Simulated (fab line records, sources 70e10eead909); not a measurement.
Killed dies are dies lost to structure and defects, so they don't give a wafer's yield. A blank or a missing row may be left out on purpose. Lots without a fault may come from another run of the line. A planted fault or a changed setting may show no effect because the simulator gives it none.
A struck lot beside a sound one | flow nand_harc | 39 steps out of a route of 1159
Sound: wafers L676.3, L676.4, L676.6. Struck: wafer L684.3. (L684.2, L684.5 of the same lot were not struck and are left out.) The cause comes at the end.
At each step with rows: each side's tool, then ch and its chambers, then its first start. Under that, the readings that differ: sound wafers | struck wafers | difference of the means | sigmas: that difference in standard deviations of wafers without a fault.
alike: readings whose means differ by less than 2 such deviations, and words and numbers that are the same on both sides. not compared: withheld readings, readings that some wafer has no value for, bounds like >300 that may hide the same value, and numbers for which the record gives no deviation and whose values overlap.
The two part at a step that has a row with sigmas, a row that says differs or no value, or rows on one side only. Numbers that don't overlap but have no deviation are shown without sigmas and don't part them. A reading that every wafer of one side lacks parts them only if that side has two wafers or more.

first, 5 steps without rows for these wafers: NHARC_A_BONDPAD_SOFTBAKE_04 (time 70 s); NHARC_A_BONDPAD_EBR_05; NHARC_A_BONDPAD_EXPOSE_06 (exposes mask A BPAD); NHARC_A_BONDPAD_PEB_07 (peb time 80 s); NHARC_A_BONDPAD_DEVELOP_08 (time 50 s).
NHARC_A_BONDPAD_CD_MEAS_09: target cd 500 nm.
  sound on cd_sem-01 ch 0, day 18 16:44; struck on cd_sem-01 ch 0, day 20 17:10
  alike: cd_nm
NHARC_A_BONDPAD_OVL_MEAS_35:
  sound on overlay-01, day 18 16:49; struck on overlay-02, day 20 17:15
  alike: overlay_x_nm, overlay_y_nm
then, 2 steps without rows for these wafers: NHARC_A_BONDPAD_HARDBAKE_10 (time 65 s); NHARC_A_BONDPAD_DESCUM_11 (chemistry O2, time 3 s).
NHARC_A_BONDPAD_ETCH_34: etches the open film in N2/H2, target depth 60 nm, overetch 18 nm, time 65.91 s.
  sound on rie_diel-02 ch 0,2,3, day 18 17:02; struck on rie_diel-02 ch 0, day 20 17:28
  alike: chamber_pressure_mTorr, drypump_motor_current_A, oes_product_au, rf_fwd_power_W, rf_vpp_V, showerhead_plenum_p_Torr, throttle_valve_pct
  not compared: rf_hours_counter_h
then, 1 step without rows for these wafers: NHARC_A_BONDPAD_ETCH_12 (etches the open film in CHF3/O2, target depth 220 nm, time 110 s).
NHARC_A_BONDPAD_CD_MEAS_13:
  sound on cd_sem-03, day 18 17:16; struck on cd_sem-01, day 20 17:44
  alike: cd_nm
NHARC_A_BONDPAD_STRIP_15: strips in O2.
  sound on rie_diel-13 ch 0,2, day 18 17:21; struck on rie_diel-02 ch 2, day 20 17:50
  alike: chamber_pressure_mTorr, drypump_motor_current_A, oes_product_au, rf_vpp_V, showerhead_plenum_p_Torr, throttle_valve_pct
  not compared: rf_hours_counter_h
then, 3 steps without rows for these wafers: NHARC_A_BONDPAD_ETCH_24 (etches the open film in CF4/N2, target depth 30 nm, time 72.99 s); NHARC_A_BONDPAD_STRIP_16 (strips in post etch residue remover, time 600 s); NHARC_A_BONDPAD_DEGAS_25 (time 60 s).
NHARC_A_BONDPAD_PRE_CLEAN_26: time 30 s.
  sound on pvd_sputter-03; struck on pvd_sputter-03
  alike: heater_power_w
then, 3 steps without rows for these wafers: NHARC_A_BONDPAD_PVD_17 (deposits TaN, target thk 5 nm, time 8.06 s); NHARC_A_BONDPAD_PVD_27 (deposits Cu, target thk 30 nm, time 20.49 s); NHARC_A_BONDPAD_ECD_18 (material Cu, target thk 400 nm).
NHARC_A_BONDPAD_ANNEAL_28: time 90 s.
  sound on rtp_anneal-02 ch 0, day 18 18:51; struck on rtp_anneal-01 ch 0, day 20 19:12
  alike: wafer_temp_C_max
then, 1 step without rows for these wafers: NHARC_A_BONDPAD_CMP_19 (polishes, t overpolish 30 s, cu recess touch 16 s, target thk 169.8 nm).
NHARC_A_BONDPAD_THK_MEAS_20: measures by xrf.
  sound on film_metro-02, day 18 19:25; struck on film_metro-02, day 20 19:50
  alike: thk_nm
then, 1 step without rows for these wafers: NHARC_A_BONDPAD_SRD_21 (time 30 s, dry time 20 s).
NHARC_HYBRID_BOND_ACTIVATE_00: chemistry N2, time 60 s.
  sound on rie_diel-04 ch 0,2,3, day 18 19:42; struck on rie_diel-05 ch 3, day 20 20:07
  alike: drypump_motor_current_A, oes_product_au, rf_vpp_V, showerhead_plenum_p_Torr
  not compared: rf_hours_counter_h
then, 4 steps without rows for these wafers: NHARC_HYBRID_BOND_PRECLEAN_01 (cleans in DIW, time 300 s); NHARC_HYBRID_BOND_SRD_02 (time 30 s, dry time 20 s); NHARC_HYBRID_BOND_BOND_03; NHARC_HYBRID_BOND_ANNEAL_04 (time 7200 s).
NHARC_HYBRID_BOND_OVL_MEAS_05:
  sound on overlay-02, day 19 08:46; struck on overlay-01, day 21 05:03
  reading           | sound      | struck | difference | sigmas
  overlay_y_nm (nm) | -14 13 -42 | 73     | +87        | +3
  alike: overlay_x_nm
then, 1 step without rows for these wafers: NHARC_THIN_TSV_GRIND_00.
NHARC_THIN_TSV_CMP_01: polishes.
  sound on cmp-04 ch 2,3, day 19 10:11; struck on cmp-02 ch 3, day 21 08:50
  reading             | sound          | struck | difference | sigmas
  motor_current_A (A) | 12.2 10.0 10.0 | 13.1   | +2.4       | +2
NHARC_THIN_TSV_THK_MEAS_02: measures by ir.
  sound on film_metro-01, day 19 10:27; struck on film_metro-01, day 21 09:07
  alike: thk_nm
then, 5 steps without rows for these wafers: NHARC_THIN_TSV_SRD_03; NHARC_THIN_TSV_PRECLEAN_41 (cleans in SC1); NHARC_THIN_TSV_SRD_42; NHARC_THIN_TSV_DEP_43 (deposits SiO2, target thk 1328.5 nm); NHARC_THIN_TSV_DEHYDRATE_04 (time 120 s).
NHARC_END_SORT_01:
  the record has rows for the struck wafers here (prober-01 ch 0, day 22 15:22) and none for the sound ones

WHERE THEY PART
First at NHARC_HYBRID_BOND_OVL_MEAS_05; last, within this record, at NHARC_END_SORT_01.

WHY: what the simulator had put in
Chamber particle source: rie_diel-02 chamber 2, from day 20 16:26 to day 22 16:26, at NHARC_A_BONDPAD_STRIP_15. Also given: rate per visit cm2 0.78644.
